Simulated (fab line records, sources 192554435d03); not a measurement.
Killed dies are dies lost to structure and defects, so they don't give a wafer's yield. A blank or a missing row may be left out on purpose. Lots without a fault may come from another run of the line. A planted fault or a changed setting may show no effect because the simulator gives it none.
A struck lot beside a sound one | flow n5_finfet | 35 steps out of a route of 1938
Sound: wafers L122.1, L122.4, L122.6. Struck: wafers L129.2, L129.3, L129.4. The cause comes at the end.
At each step with rows: each side's tool, then ch and its chambers, then its first start. Under that, the readings that differ: sound wafers | struck wafers | difference of the means | sigmas: that difference in standard deviations of wafers without a fault.
alike: readings whose means differ by less than 2 such deviations, and words and numbers that are the same on both sides. not compared: withheld readings, readings that some wafer has no value for, bounds like >300 that may hide the same value, and numbers for which the record gives no deviation and whose values overlap.
The two part at a step that has a row with sigmas, a row that says differs or no value, or rows on one side only. Numbers that don't overlap but have no deviation are shown without sigmas and don't part them. A reading that every wafer of one side lacks parts them only if that side has two wafers or more.

first, 11 steps without rows for these wafers: N5_BEOL_M14_DESCUM_33 (chemistry O2, time 7.9 s); N5_BEOL_M14_ETCH_67 (etches SiARC in CF4, target depth 143 nm, time 238.3 s); N5_BEOL_M14_ETCH_68 (etches SOC in N2/H2, time 450 s); N5_BEOL_M14_STRIP_69 (strips in N2/H2); N5_BEOL_M14_TRENCH_ETCH_34 (etches SiO2 in C4F8/O2/Ar, target depth 556.65 nm, time 126.9 s); N5_BEOL_M14_STRIP_70 (strips in C4F8/O2/Ar); N5_BEOL_M14_STRIP_37 (strips in O2); N5_BEOL_M14_ETCH_38 (etches SiCN in CF4/N2, target depth 106.5 nm, time 120.6 s); N5_BEOL_M14_PRECLEAN_39 (cleans in residue remover, time 60 s); N5_BEOL_M14_SRD_40 (time 30 s, dry time 30 s); N5_BEOL_M14_DEGAS_41 (time 60 s).
N5_BEOL_M14_PRE_CLEAN_42: time 30 s.
  sound on pvd_sputter-03, day 12 00:22; struck on pvd_sputter-03, day 13 15:43
  alike: heater_power_w, susceptor_temp_C
then, 22 steps without rows for these wafers: N5_BEOL_M14_SPUTTER_43 (material TaN, target thk 15 nm, time 24.19 s); N5_BEOL_M14_SPUTTER_44 (material Ta, target thk 15 nm, time 24.19 s); N5_BEOL_M14_SPUTTER_45 (material Cu, target thk 100 nm, time 16.67 s); N5_BEOL_M14_ECD_47 (material Cu, target thk 1248 nm); N5_BEOL_M14_ANNEAL_48 (time 90 s); N5_BEOL_M14_CMP_49 (polishes, stops on SiO2, t overpolish 5.2 s, target thk 560 nm); N5_BEOL_M14_PRE_CLEAN_52 (time 15 s); N5_BEOL_M14_DEP_53 (deposits SiCN from 3MS/NH3, target thk 50 nm, time 17.8 s); N5_BEOL_M15_ILD_DEP_00 (deposits SiO2 from TEOS/O2, target thk 1629.3 nm, time 346.1 s); N5_BEOL_M15_COAT_58 (time 60 s, resist thk 89 nm); N5_BEOL_M15_COAT_04 (resist thk 800 nm); N5_BEOL_M15_EBR_06; N5_BEOL_M15_SOFTBAKE_05 (time 60 s); N5_BEOL_M15_EXPOSE_07 (exposes mask V14); N5_BEOL_M15_PEB_08 (peb time 90 s); N5_BEOL_M15_DEVELOP_09 (develop time 45 s); N5_BEOL_M15_HARDBAKE_14 (time 120 s); N5_BEOL_M15_DESCUM_15 (chemistry O2, time 7.9 s); N5_BEOL_M15_ETCH_59 (etches BARC in N2/H2, target depth 89 nm, overetch 26.7 nm, time 67.9 s); N5_BEOL_M15_VIA_ETCH_16 (etches SiO2 in C4F8/O2/Ar, target depth 1792.2 nm); N5_BEOL_M15_STRIP_63 (strips in O2); N5_BEOL_M15_STRIP_64 (strips in O2).
N5_PASSIVATION_PROBE_49:
  sound on prober-01, day 12 22:43; struck on prober-01, day 14 12:58
  reading                  | sound          | struck         | difference | sigmas
  defect_limited_yield (%) | 90.7 91.0 92.2 | 84.0 81.3 82.9 | -8.6       | -6
  killed_at_M4_up          | 6 12 12        | 108 139 125    | +114       | +27
  killed_dies              | 110 106 92     | 189 221 202    | +101       | +6
  sort_bin_5_function (%)  | 6.3 5.3 4.2    | 8.8 12.0 9.4   | +4.8       | +5
  sort_n_pass              | 1070 1074 1088 | 991 959 978    | -101       | -6
  sort_yield_pct (%)       | 90.7 91.0 92.2 | 84.0 81.3 82.9 | -8.6       | -6
  alike: killed_at_M0_to_M3, killed_at_contacts, killed_at_front_end, killed_at_other, killed_on_rim, killed_open, killed_short, sort_bin_6_memory

WHERE THEY PART
Only at N5_PASSIVATION_PROBE_49, within this record.

WHY: what the simulator had put in
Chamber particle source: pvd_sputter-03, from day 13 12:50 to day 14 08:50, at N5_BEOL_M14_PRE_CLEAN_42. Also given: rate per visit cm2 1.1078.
